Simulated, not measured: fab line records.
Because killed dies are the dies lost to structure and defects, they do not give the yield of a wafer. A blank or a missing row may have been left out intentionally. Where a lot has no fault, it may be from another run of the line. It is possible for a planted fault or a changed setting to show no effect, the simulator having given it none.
fab line records ; flow n5Finfet
record lots=12; wafers=34; lastDay=17
route steps=1938 shown START@1 WELL_APT@21 PMOS_HMC_CHANNEL_EPI@65 BEOL_M4@1111 PASSIVATION@1936
lots that met no fault: taken from a fault-free run of the same line
startH: the number of hours between the record's first day and the start of the first shown wafer of the lot ; waitH: hours from the lot's prior step to this one ; " repeats the value in the row above ; L1.1+2: a row that stands for several wafers ; - no value present, or no start provided ; * or withheld: withheld ; < > ~ a bound
route shown NAME@n: a module of which the file shows steps, and the number in the route of the first ; usual: the fault-free wafers' mean and standard deviation ; same: alike in all rows ; chamber/n: place in a boat ; sites: readings site by site ; _std_site: their standard deviation ; _edge_site: outer sites' mean less inner sites' ; radiusMm: for every site, how far away it sits from the centre of the wafer ; mask NAME#n: copy n ; behind: tool/chamber where the wafer was last shaped ; hold: why the lot went on hold/how many hours it stayed there/how the hold came to an end ; device: whichever transistor did not switch (one of n, p or np) ; end of line: the route-end tests of the same wafers ; where a step has no rows: the recipe by itself ; killed: dies lost to structure and defects at the first sort, not the wafer's yield ; map: a wafer's dies, marking killed ones x, the rest . and places with no die _
set.NAME: the run value of the setting; set.NAME@STEP: its run value at that earlier step ; model.NAME: the simulator's own value behind a step, which no gauge read
route steps across a sampled set of lots; one table per step, one row per wafer
services: from which hour (startH, from the record's first day; less than 0 if before it) a tool's chamber was out of use, for how many hours, and why
## steps
# step N5_START_INSPECT_01
# recipe inspectInstrument=unpatternedScan; mode=incoming
# usual rawDefectCount=5.8/2.2
lot.wafer;tool;chamber;startH;waitH;rawDefectCount
L252.3;defectInspect-02;-;12.04;-;6
L252.4;defectInspect-02;-;12.04;-;9
L252.5;defectInspect-02;-;12.04;-;6
L254.2;defectInspect-02;-;24.03;-;8
L254.4;defectInspect-02;-;24.03;-;6
L254.5;defectInspect-02;-;24.03;-;3
L256.1;defectInspect-02;-;36.03;-;5
L256.2;defectInspect-02;-;36.03;-;6
L256.4;defectInspect-02;-;36.03;-;7
L257.1;defectInspect-02;-;42.03;-;8
L257.5;defectInspect-02;-;42.03;-;6
L259.2;defectInspect-02;-;54.04;-;8
L259.4;defectInspect-02;-;54.04;-;10
L259.6;defectInspect-02;-;54.04;-;5
L261.1;defectInspect-02;-;66.03;-;7
L261.2;defectInspect-02;-;66.03;-;4
L262.1;defectInspect-01;-;72.03;-;7
L262.4;defectInspect-01;-;72.03;-;7
L262.5;defectInspect-01;-;72.03;-;5
L265.2;defectInspect-02;-;90.03;-;4
L265.4;defectInspect-02;-;90.03;-;6
L265.5;defectInspect-02;-;90.03;-;8
L267.4;defectInspect-02;-;102.04;-;6
L267.5;defectInspect-02;-;102.04;-;4
L267.6;defectInspect-02;-;102.04;-;5
L268.2;defectInspect-01;-;108.03;-;9
L268.3;defectInspect-01;-;108.03;-;5
L268.6;defectInspect-01;-;108.03;-;5
L269.1;defectInspect-01;-;114.03;-;6
L269.3;defectInspect-01;-;114.03;-;8
L269.6;defectInspect-01;-;114.03;-;5
L275.2;defectInspect-02;-;150.03;-;2
L275.3;defectInspect-02;-;150.03;-;8
L275.5;defectInspect-02;-;150.03;-;6
# step N5_WELL_APT_COAT_02
# recipe spinRpm=1357; resistThkNm=950
# usual chillPlateTempC=22.99/0.093; spinSpeedRpm=1357.2/0.93
lot.wafer;tool;chamber;startH;waitH;chillPlateTempC;spinSpeedRpm
L252.3;lithoTrack-05;0;13.29;-;22.87;1357.6
L252.4;lithoTrack-05;0;13.29;-;22.95;1357.4
L252.5;lithoTrack-05;0;13.29;-;22.80;1357.9
L254.2;lithoTrack-05;0;25.67;-;22.87;1356.9
L254.4;lithoTrack-05;0;25.67;-;22.98;1357.5
L254.5;lithoTrack-05;0;25.67;-;22.96;1356.8
L256.1;lithoTrack-05;0;37.29;-;22.96;1355.6
L256.2;lithoTrack-05;0;37.29;-;23.07;1356.0
L256.4;lithoTrack-05;0;37.29;-;23.16;1358.1
L257.1;lithoTrack-01;0;43.29;-;23.03;1359.1
L257.5;lithoTrack-01;0;43.29;-;23.10;1356.7
L259.2;lithoTrack-05;0;56.30;-;22.92;1357.3
L259.4;lithoTrack-05;0;56.30;-;23.00;1356.5
L259.6;lithoTrack-05;0;56.30;-;22.98;1356.7
L261.1;lithoTrack-03;0;68.18;-;23.00;1357.6
L261.2;lithoTrack-03;0;68.18;-;22.95;1357.1
L262.1;lithoTrack-03;0;73.56;-;23.08;1356.6
L262.4;lithoTrack-03;0;73.56;-;22.96;1357.7
L262.5;lithoTrack-03;0;73.56;-;22.86;1358.0
L265.2;lithoTrack-05;0;91.32;-;23.02;1356.2
L265.4;lithoTrack-05;0;91.32;-;22.93;1358.0
L265.5;lithoTrack-05;0;91.32;-;23.01;1357.2
L267.4;lithoTrack-03;0;103.29;-;23.12;1356.6
L267.5;lithoTrack-03;0;103.29;-;23.08;1358.1
L267.6;lithoTrack-03;0;103.29;-;22.93;1357.7
L268.2;lithoTrack-05;0;109.42;-;23.05;1322.7
L268.3;lithoTrack-05;0;109.42;-;23.00;1323.4
L268.6;lithoTrack-05;0;109.42;-;23.01;1321.7
L269.1;lithoTrack-05;0;115.31;-;23.11;1322.6
L269.3;lithoTrack-05;0;115.31;-;22.96;1322.4
L269.6;lithoTrack-05;0;115.31;-;22.85;1322.9
L275.2;lithoTrack-03;0;151.29;-;22.84;1357.1
L275.3;lithoTrack-03;0;151.29;-;22.82;1357.5
L275.5;lithoTrack-03;0;151.29;-;22.94;1358.6
# step N5_WELL_APT_CD_MEAS_25
# recipe targetCdNm=200; landingEnergyEv=500; detector=seInlens
# usual cdNm=199.5/2.9
lot.wafer;tool;chamber;startH;waitH;cdNm
L252.3;cdSem-02;0;14.81;-;200.9
L252.4;cdSem-02;0;14.81;-;201.6
L252.5;cdSem-02;0;14.81;-;196.6
L254.2;cdSem-01;0;27.25;-;201.5
L254.4;cdSem-01;0;27.25;-;201.4
L254.5;cdSem-01;0;27.25;-;194.0
L256.1;cdSem-02;0;38.67;-;197.6
L256.2;cdSem-02;0;38.67;-;197.8
L256.4;cdSem-02;0;38.67;-;200.7
L257.1;cdSem-03;0;45.23;-;200.7
L257.5;cdSem-03;0;45.23;-;197.9
L259.2;cdSem-03;0;57.71;-;201.1
L259.4;cdSem-03;0;57.71;-;207.8
L259.6;cdSem-03;0;57.71;-;202.4
L261.1;cdSem-01;0;69.58;-;203.7
L261.2;cdSem-01;0;69.58;-;204.0
L262.1;cdSem-01;0;75.18;-;199.6
L262.4;cdSem-01;0;75.18;-;200.4
L262.5;cdSem-01;0;75.18;-;200.1
L265.2;cdSem-02;0;92.86;-;199.6
L265.4;cdSem-02;0;92.86;-;198.6
L265.5;cdSem-02;0;92.86;-;196.0
L267.4;cdSem-03;0;104.70;-;204.2
L267.5;cdSem-03;0;104.70;-;203.1
L267.6;cdSem-03;0;104.70;-;197.3
L268.2;cdSem-01;0;111.17;-;200.2
L268.3;cdSem-01;0;111.17;-;194.0
L268.6;cdSem-01;0;111.17;-;197.0
L269.1;cdSem-01;0;117.01;-;198.1
L269.3;cdSem-01;0;117.01;-;197.4
L269.6;cdSem-01;0;117.01;-;203.9
L275.2;cdSem-01;0;152.99;-;202.1
L275.3;cdSem-01;0;152.99;-;203.8
L275.5;cdSem-01;0;152.99;-;201.0
# step N5_PMOS_HMC_CHANNEL_EPI_CD_MEAS_09
# recipe targetCdNm=237.4; landingEnergyEv=500; detector=seInlens
# usual cdNm=236.7/1.1
lot.wafer;tool;chamber;startH;waitH;cdNm
L252.3;cdSem-01;0;16.98;-;238.8
L252.4;cdSem-01;0;16.98;-;237.6
L252.5;cdSem-01;0;16.98;-;236.8
L254.2;cdSem-01;0;29.61;-;235.6
L254.4;cdSem-01;0;29.61;-;235.9
L254.5;cdSem-01;0;29.61;-;236.2
L256.1;cdSem-03;0;40.71;-;235.2
L256.2;cdSem-03;0;40.71;-;233.7
L256.4;cdSem-03;0;40.71;-;235.6
L257.1;cdSem-03;0;47.42;-;235.8
L257.5;cdSem-03;0;47.42;-;236.1
L259.2;cdSem-02;0;60.09;-;236.4
L259.4;cdSem-02;0;60.09;-;236.8
L259.6;cdSem-02;0;60.09;-;235.0
L261.1;cdSem-02;0;71.74;-;237.5
L261.2;cdSem-02;0;71.74;-;235.6
L262.1;cdSem-01;0;77.53;-;239.0
L262.4;cdSem-01;0;77.53;-;238.8
L262.5;cdSem-01;0;77.53;-;237.4
L265.2;cdSem-01;0;95.72;-;236.5
L265.4;cdSem-01;0;95.72;-;236.7
L265.5;cdSem-01;0;95.72;-;237.6
L267.4;cdSem-02;0;106.94;-;235.3
L267.5;cdSem-02;0;106.94;-;235.6
L267.6;cdSem-02;0;106.94;-;234.8
L268.2;cdSem-03;0;114.73;-;236.4
L268.3;cdSem-03;0;114.73;-;236.1
L268.6;cdSem-03;0;114.73;-;235.8
L269.1;cdSem-01;0;119.49;-;236.4
L269.3;cdSem-01;0;119.49;-;238.1
L269.6;cdSem-01;0;119.49;-;237.4
L275.2;cdSem-03;0;155.18;-;236.2
L275.3;cdSem-03;0;155.18;-;236.2
L275.5;cdSem-03;0;155.18;-;236.7
# step N5_BEOL_M4_RC_MEAS_101
# usual DIBL_N=36.7/2.6; DIBL_P=36.9/2.8; IOFF_N=0.17/0.043; IOFF_P=0.22/0.05; ION_N=678/15; ION_P=465/9.2; SS_N=71.6/0.79; SS_P=73.5/0.82; VT_N=250/3.9; VT_P=-250/3.7
lot.wafer;tool;chamber;startH;waitH;DIBL_N[mV/V];DIBL_P[mV/V];IOFF_N[nA/um];IOFF_P[nA/um];ION_N[uA/um];ION_P[uA/um];SS_N[mV/dec];SS_P[mV/dec];VT_N[mV];VT_P[mV]
L252.3;prober-01;0;176.98;0.3;34.5;35.8;0.14;0.18;677;468;71.0;73.3;251;-254
L252.4;prober-01;0;176.98;0.3;37.9;39.5;0.19;0.24;684;463;72.8;74.0;251;-250
L252.5;prober-01;0;176.98;0.3;41.6;44.6;0.29;0.33;692;466;73.9;74.8;246;-247
L254.2;prober-02;0;191.70;0.2;36.1;37.0;0.16;0.18;697;466;71.5;73.2;248;-254
L254.4;prober-02;0;191.70;0.2;35.9;36.4;0.14;0.17;662;446;71.6;73.2;254;-255
L254.5;prober-02;0;191.70;0.2;37.1;37.0;0.16;0.17;690;459;71.8;74.1;251;-257
L256.1;prober-01;0;197.44;0.0;35.0;34.6;0.14;0.17;680;466;70.4;72.9;250;-253
L256.2;prober-01;0;197.44;0.0;36.3;36.8;0.15;0.19;682;467;71.4;72.9;250;-254
L256.4;prober-01;0;197.44;0.0;37.1;37.3;0.18;0.20;694;468;71.7;72.9;247;-253
L259.2;prober-01;0;206.64;0.2;36.4;36.8;0.16;0.20;671;461;71.3;73.1;248;-251
L259.4;prober-01;0;206.64;0.2;41.1;42.8;0.24;0.29;679;458;73.3;75.0;247;-247
L259.6;prober-01;0;206.64;0.2;37.8;37.5;0.17;0.21;667;454;72.0;73.9;253;-251
L257.1;prober-02;0;222.36;0.0;37.0;38.0;0.17;0.23;678;473;71.7;74.1;247;-248
L257.5;prober-02;0;222.36;0.0;36.4;36.0;0.16;0.21;685;469;72.4;74.1;253;-250
L261.1;prober-01;0;243.57;0.0;35.4;34.6;0.13;0.16;672;455;70.6;72.9;254;-257
L261.2;prober-01;0;243.57;0.0;34.8;34.0;0.13;0.15;676;458;71.0;72.4;254;-257
L262.1;prober-02;0;244.10;0.0;34.7;35.9;0.16;0.22;691;481;70.7;73.3;249;-248
L262.4;prober-02;0;244.10;0.0;36.3;37.5;0.17;0.24;668;464;71.6;73.6;250;-249
L262.5;prober-02;0;244.10;0.0;33.6;34.4;0.13;0.19;671;462;70.6;72.3;253;-251
L265.2;prober-02;0;263.20;0.2;38.2;39.6;0.21;0.23;692;465;71.5;74.5;245;-251
L265.4;prober-02;0;263.20;0.2;36.6;37.8;0.16;0.18;691;458;71.5;72.9;250;-254
L265.5;prober-02;0;263.20;0.2;34.1;35.4;0.14;0.17;674;464;70.1;72.3;248;-256
L267.4;prober-01;0;263.95;0.5;33.5;34.3;0.11;0.19;669;469;70.5;72.3;253;-251
L267.5;prober-01;0;263.95;0.5;36.7;35.7;0.15;0.20;660;459;71.6;72.9;253;-250
L267.6;prober-01;0;263.95;0.5;35.0;34.5;0.13;0.19;677;473;70.8;72.5;253;-250
L268.2;prober-02;0;269.78;0.2;37.8;37.5;0.18;0.23;678;461;71.8;73.5;248;-250
L268.3;prober-02;0;269.78;0.2;35.0;35.2;0.13;0.20;669;467;71.2;72.2;251;-251
L268.6;prober-02;0;269.78;0.2;33.4;32.9;0.12;0.16;667;460;70.8;73.3;253;-252
L269.1;prober-01;0;272.71;0.0;37.1;36.6;0.16;0.21;675;466;72.0;73.8;248;-248
L269.3;prober-01;0;272.71;0.0;35.9;35.2;0.14;0.18;684;466;71.7;72.9;250;-252
L269.6;prober-01;0;272.71;0.0;36.6;35.2;0.15;0.19;666;456;72.3;73.9;252;-251
L275.2;prober-02;0;309.73;0.2;36.5;37.1;0.14;0.20;683;469;71.2;73.3;255;-253
L275.3;prober-02;0;309.73;0.2;39.4;40.4;0.18;0.25;673;464;71.8;74.1;252;-251
L275.5;prober-02;0;309.73;0.2;36.1;36.5;0.13;0.18;667;456;71.5;72.9;253;-253
# step N5_PASSIVATION_PROBE_49
# usual defectLimitedYield=91.0/1.4; killed_at_M0_to_M3=36/9.6; killed_at_M4_up=14/6.1; killedAtContacts=13/6.6; killedAtFrontEnd=40/11; killedAtOther=3.2/2.9; killedDies=106/17; killedOpen=71/12; killedShort=33/7.3; sort_bin_4_leakage=0.02/0.11; sort_bin_5_function=5.3/1; sort_bin_6_memory=3.4/0.68; sortNPass=1073/19; sortYieldPct=91.0/1.6
# same grossDies=1180; killedAtBackSide=0; sort_bin_8_speed[%]=0
lot.wafer;tool;chamber;startH;waitH;defectLimitedYield[%];killed_at_M0_to_M3;killed_at_M4_up;killedAtContacts;killedAtFrontEnd;killedAtOther;killedDies;killedOpen;killedShort;sort_bin_4_leakage[%];sort_bin_5_function[%];sort_bin_6_memory[%];sortNPass;sortYieldPct[%]
L262.1;prober-02;-;348.04;0.0;92.4;30;12;24;23;1;90;68;22;0;4.4;2.9;1090;92.4
L262.4;prober-02;-;348.19;0.2;90.4;32;11;25;41;4;113;72;41;0;5.2;4.2;1067;90.4
L262.5;prober-02;-;348.24;0.2;91.5;20;18;24;36;2;100;68;30;0;5.0;3.1;1080;91.5
# killed by level:class
L262.1 MOL_CONTACT_COAG:geometricParticle:open=16 MOL_CONTACT_COAG:geometricParticle:short=8 BEOL_M0_SAQP:geometricParticle:open=8 STI_FIN_REVEAL:geometricParticle:open=7 BEOL_M3:geometricParticle:open=7 BEOL_M2:geometricParticle:open=6 BEOL_M0_SAQP:geometricParticle:short=4 BEOL_M4:geometricParticle:open=4
L262.4 MOL_CONTACT_COAG:geometricParticle:open=23 FIN_SAQP:geometricParticle:short=11 BEOL_M0_SAQP:geometricParticle:open=7 FIN_SAQP:geometricParticle:open=6 BEOL_M3:geometricParticle:open=6 DUMMY_GATE:geometricParticle:open=5 BEOL_M0_SAQP:geometricParticle:short=5 BEOL_M0:geometricParticle:open=5
L262.5 MOL_CONTACT_COAG:geometricParticle:open=20 FIN_SAQP:geometricParticle:short=8 BEOL_M4:geometricParticle:open=5 BEOL_M2:geometricParticle:open=5 DUMMY_GATE:geometricParticle:open=4 BEOL_M0:geometricParticle:open=4 MOL_CONTACT_COAG:geometricParticle:short=4 STARTING-WAFER:geometricParticle:short=4
## services
tool;chamber;startH;hours;kind
lithoTrack-03;-;29.92;-;consumableReplace:filter
lithoTrack-03;-;51.51;-;consumableReplace:filter
## key
firstSign step=N5_WELL_APT_COAT_02; reading=spinSpeedRpm; direction=down; sigmas=37; usual=*; struck=*
effect none on later readings
metAt N5_WELL_APT_COAT_02
struckLots L268,L269
notActingAt N5_START_INSPECT_01,N5_WELL_APT_CD_MEAS_25,N5_PMOS_HMC_CHANNEL_EPI_CD_MEAS_09
onsetBetween 91.32 109.42
fault kind=processParameterDrift; tool=lithoTrack-05; chamber=-; onsetH=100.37; steps=N5_WELL_APT_COAT_02; channel=spinRpm; offset=*; shape=step; endH=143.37; actsIn=*; stated=*
